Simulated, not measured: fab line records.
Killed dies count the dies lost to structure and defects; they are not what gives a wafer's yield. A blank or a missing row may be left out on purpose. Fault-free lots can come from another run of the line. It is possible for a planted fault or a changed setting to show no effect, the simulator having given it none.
A single fault, viewed from 3 desks    flow n5 finfet    each desk has only its own numbers; what lay behind them comes last

## METROLOGY DESK
Lot by lot, what the gauges showed, no matter which tool ran the lot: averages of those sampled wafers that carry a number. Marked OUT: a lot whose mean sits more than 4 standard deviations from the usual mean, which makes it out of limits; the brackets give that distance.
Columns: A = cd nm at N5_MIM_BOT_LITHO_CD_MEAS_08, usual 3000.1 nm; B = MIM_BOT_OVL at N5_MIM_BOT_LITHO_OVL_MEAS_11, usual 0 nm; C = cd nm at N5_PASSIVATION_CD_MEAS_10, usual 2998.5 nm; D = TV_OVL at N5_PASSIVATION_OVL_MEAS_60, usual 1 nm
lot   first seen here  A       B   C       D
L995  day 13 20:58     2999.9  -1  3000.6  -3
L997  day 14 13:44     3001.4  -9  2998.0  3
L101  day 15 20:05     3000.4  -1  2999.6  4
L102  day 15 21:43     3001.1  5   2995.1  8
L108  day 17 16:59     3002.1  -1  2997.8  5
This desk's verdict: no lot among the 5 shows anything out of limits.

## THE DEFECT DESK
For each lot, the counts of the inspections along the route, averaged over the sampled wafers that have a number. Marked OUT: a lot whose mean sits more than 4 standard deviations from the usual mean, which makes it out of limits; the brackets give that distance.
Columns: A = raw defect count at N5_MIM_BOT_LITHO_INSPECT_12, usual 2.0; B = raw defect count at N5_PASSIVATION_INSPECT_61, usual 2.1
lot   first seen here  A    B
L995  day 13 21:03     2.0  1.3
L997  day 14 13:47     1.7  1.7
L101  day 15 20:08     1.3  2.3
L102  day 15 21:46     2.3  1.3
L108  day 17 17:02     1.7  1.0
This desk's verdict: no lot among the 5 shows anything out of limits.

## AT THE TOOL OWNER'S DESK: pecvd-01
The tool's own readings at N5_PASSIVATION_PECVD_55 (deposits SiO2 from SiH4/N2O, target thk 400 nm, time 22.5 s): means of the sampled wafers that have a number, for each lot that ran on this tool. Marked OUT: a lot whose mean sits more than 4 standard deviations from the usual mean, which makes it out of limits; the brackets give that distance.
Columns: A = heater power w at N5_PASSIVATION_PECVD_55, usual 685 W; B = showerhead plenum p Torr at N5_PASSIVATION_PECVD_55, usual 8.13 Torr; C = throttle valve pct at N5_PASSIVATION_PECVD_55, usual 50.4 %
lot   first seen here  A    B     C
L997  day 14 14:43     695  8.21  51.3
L101  day 15 21:03     674  8.12  50.9
L102  day 15 22:41     731  8.01  50.6
This desk's verdict: no lot among the 3 shows anything out of limits.

## BROUGHT TOGETHER
At the metrology desk, nothing out of limits was observed.
No out-of-limits result turned up at the defect desk.
Nothing out of limits was seen by the tool owner's desk.

## WHAT THE SIMULATOR HAD INSERTED
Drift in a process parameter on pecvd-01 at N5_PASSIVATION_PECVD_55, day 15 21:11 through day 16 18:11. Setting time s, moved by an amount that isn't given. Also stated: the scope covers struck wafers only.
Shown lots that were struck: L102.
